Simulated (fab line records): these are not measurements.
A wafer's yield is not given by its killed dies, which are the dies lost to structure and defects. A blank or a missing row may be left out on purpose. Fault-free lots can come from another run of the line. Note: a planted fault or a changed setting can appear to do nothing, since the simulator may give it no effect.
Which tool was responsible? :: flow n5-finfet :: 9 lots, 26 wafers sampled, at 4 steps of a route of 1938

WHAT THE GAUGES READ, wafer by wafer
N5_BEOL_M4_RC_MEAS_101.
lot: L988
measured: day 9 18:07
on: prober-01
VT_N_LONG (mV): 277.3 277.6

lot: L990
measured: day 10 05:05
on: prober-01
VT_N_LONG (mV): 273.1 273.5 276.8

lot: L991
measured: day 10 07:43
on: prober-02
VT_N_LONG (mV): 273.7 275.2 277.8

lot: L997
measured: day 11 06:49
on: prober-01
VT_N_LONG (mV): 570.3 569.2 569.1

lot: L998
measured: day 11 16:44
on: prober-01
VT_N_LONG (mV): 567.7 567.0 563.4

lot: L999
measured: day 12 00:05
on: prober-01
VT_N_LONG (mV): 568.9 570.0 569.5

lot: L102
measured: day 12 19:56
on: prober-02
VT_N_LONG (mV): 274.5 274.5 274.6

lot: L107
measured: day 13 23:31
on: prober-01
VT_N_LONG (mV): 273.6 275.9 275.9

lot: L106
measured: day 14 01:47
on: prober-01
VT_N_LONG (mV): 276.7 275.4 276.9

TOOL THAT RAN EACH LOT (tool first, then ch and the chambers of the sampled wafers, then the start)
lot: L988
N5_HKMG_FIN_STRIP_92: rie-diel-02 ch 1,3, day 5 07:58
N5_HKMG_FIN_NWFM_ALD_20: ald-metal-02 ch 1,3, day 5 09:56
N5_HKMG_FIN_ALD_72: cvd-w-01 ch 0, day 5 11:33

lot: L990
N5_HKMG_FIN_STRIP_92: rie-diel-02 ch 0,3, day 5 23:11
N5_HKMG_FIN_NWFM_ALD_20: ald-metal-04 ch 2,3, day 6 00:46
N5_HKMG_FIN_ALD_72: cvd-w-02 ch 0,1, day 6 02:46

lot: L991
N5_HKMG_FIN_STRIP_92: rie-diel-06 ch 0,1,2, day 6 04:32
N5_HKMG_FIN_NWFM_ALD_20: ald-metal-03 ch 0,1, day 6 06:12
N5_HKMG_FIN_ALD_72: cvd-w-02 ch 0,1, day 6 07:44

lot: L997
N5_HKMG_FIN_STRIP_92: rie-diel-02 ch 0,2, day 7 08:53
N5_HKMG_FIN_NWFM_ALD_20: ald-metal-04 ch 1,3, day 7 10:23
N5_HKMG_FIN_ALD_72: cvd-w-01 ch 0,1, day 7 12:07

lot: L998
N5_HKMG_FIN_STRIP_92: rie-diel-03 ch 1,2,3, day 7 18:23
N5_HKMG_FIN_NWFM_ALD_20: ald-metal-03 ch 2,3, day 7 19:53
N5_HKMG_FIN_ALD_72: cvd-w-01 ch 0,1, day 7 21:27

lot: L999
N5_HKMG_FIN_STRIP_92: rie-diel-06 ch 0,1,3, day 8 04:15
N5_HKMG_FIN_NWFM_ALD_20: ald-metal-04 ch 0,2,3, day 8 05:59
N5_HKMG_FIN_ALD_72: cvd-w-02 ch 0, day 8 07:34

lot: L102
N5_HKMG_FIN_STRIP_92: rie-diel-03 ch 1,2,3, day 8 16:14
N5_HKMG_FIN_NWFM_ALD_20: ald-metal-04 ch 0,1,2, day 8 17:44
N5_HKMG_FIN_ALD_72: cvd-w-01 ch 0,1, day 8 19:17

lot: L107
N5_HKMG_FIN_STRIP_92: rie-diel-03 ch 1,2,3, day 10 05:59
N5_HKMG_FIN_NWFM_ALD_20: ald-metal-03 ch 2,3, day 10 07:31
N5_HKMG_FIN_ALD_72: cvd-w-02 ch 0,1, day 10 09:05

lot: L106
N5_HKMG_FIN_STRIP_92: rie-diel-03 ch 0,2,3, day 10 09:16
N5_HKMG_FIN_NWFM_ALD_20: ald-metal-03 ch 0,1,3, day 10 10:49
N5_HKMG_FIN_ALD_72: cvd-w-02 ch 0,1, day 10 12:21
- N5_HKMG_FIN_STRIP_92: strips SOC in N2/H2, time 20 s.
- N5_HKMG_FIN_NWFM_ALD_20: deposits TiAlC, target thk 2 nm, pulse time 3 s, purge time 2 s.
- N5_HKMG_FIN_ALD_72: deposits W, target thk 2 nm, pulse time 1 s, purge time 2 s.

THE ANSWER, worked out from the rows above alone
Rule: the usual values come from the lots themselves. The widest of any qualifying gaps counts: lots, ordered by their means at a reading, are off when they make up no more than a third of the lots, leave a main group of 4 or more, and stand apart from it by 3 or more times the standard deviation of that group's means. A main group whose means are all the same, to the digits that the tables above print for the reading, isn't used. A lot without any number at a reading at which 4 lots or more have one is off too. Any other lot the step has rows for is counted as sound.
Off: L997, L998, L999, seen at N5_BEOL_M4_RC_MEAS_101 (VT_N_LONG). The main group: mean 275.6 mV, standard deviation 1.
If a tool, at a process step before that reading, ran all the lots that are off and no sound lot after the first of them, it fits. Those tools and the gauges at N5_BEOL_M4_RC_MEAS_101 are tried in the same way. No candidate that was tried fits.

WHAT WAS PUT IN BY THE SIMULATOR
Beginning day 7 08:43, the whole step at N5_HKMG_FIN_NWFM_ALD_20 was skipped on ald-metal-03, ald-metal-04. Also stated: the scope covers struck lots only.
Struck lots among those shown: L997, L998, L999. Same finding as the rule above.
